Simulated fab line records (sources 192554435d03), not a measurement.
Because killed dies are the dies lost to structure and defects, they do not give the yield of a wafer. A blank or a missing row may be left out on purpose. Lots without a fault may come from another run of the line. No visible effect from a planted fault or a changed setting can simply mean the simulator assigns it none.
Which tool did it?	flow n5-finfet	12 lots, 36 wafers sampled, at 2 steps of a route of 1938

== WHAT EACH GAUGE READ, for each wafer ==
N5_STI_FIN_REVEAL_CD_MEAS_22: target cd 6.238 nm, pitch 28 nm.
lot	measured	on	cd-nm (nm)
L075	day 2 21:34	cd-sem-02	6.5 6.7 5.7
L077	day 3 07:16	cd-sem-03	6.2 5.6 5.9
L079	day 3 19:52	cd-sem-01	6.6 6.8 6.6
L080	day 4 10:32	cd-sem-01	6.4 6.1 6.0
L083	day 4 22:47	cd-sem-01	6.3 6.6 6.1
L085	day 5 09:14	cd-sem-03	6.8 6.1 6.9
L087	day 5 19:50	cd-sem-02	6.7 5.9 6.3
L089	day 6 07:59	cd-sem-02	6.5 6.4 5.9
L091	day 6 21:58	cd-sem-02	6.2 6.3 6.3
L093	day 7 06:44	cd-sem-01	6.5 6.8 5.9
L095	day 7 17:45	cd-sem-02	6.4 5.8 6.9
L097	day 8 07:27	cd-sem-03	6.5 5.9 6.2

== WHAT TOOL EACH LOT RAN ON (gives the tool, then ch and the chambers of the sampled wafers, and finally the start) ==
lot	N5_STI_FIN_REVEAL_DENSIFY_30
L075	rtp-anneal-01 ch 0, day 2 18:26
L077	rtp-anneal-02 ch 0, day 3 04:08
L079	rtp-anneal-01 ch 0, day 3 15:34
L080	rtp-anneal-01 ch 0, day 4 05:47
L083	rtp-anneal-01 ch 0, day 4 19:41
L085	rtp-anneal-02 ch 0, day 5 06:06
L087	rtp-anneal-01 ch 0, day 5 16:41
L089	rtp-anneal-01 ch 0, day 6 04:37
L091	rtp-anneal-02 ch 0, day 6 18:31
L093	rtp-anneal-01 ch 0, day 7 03:29
L095	rtp-anneal-01 ch 0, day 7 14:38
L097	rtp-anneal-01 ch 0, day 8 04:21
- N5_STI_FIN_REVEAL_DENSIFY_30

== THE ANSWER, worked out from the rows above alone ==
Rule: the usual values come from the lots themselves. Put in order of their means at a reading, lots are off if they are a third of the lots or fewer, leave a main group of 4 or more, and stand apart from it by a gap of 3 or more times the standard deviation of the main group's means; of several such gaps the widest counts. The tables above print the reading to a certain number of digits; a main group whose means all agree to those digits is not used. A lot without any number at a reading at which 4 lots or more have one is off too. The other lots that the step has rows for count as sound.
Across all readings shown, no lot is off: no conclusion can be drawn from this.

== WHAT THE SIMULATOR HAD INSERTED ==
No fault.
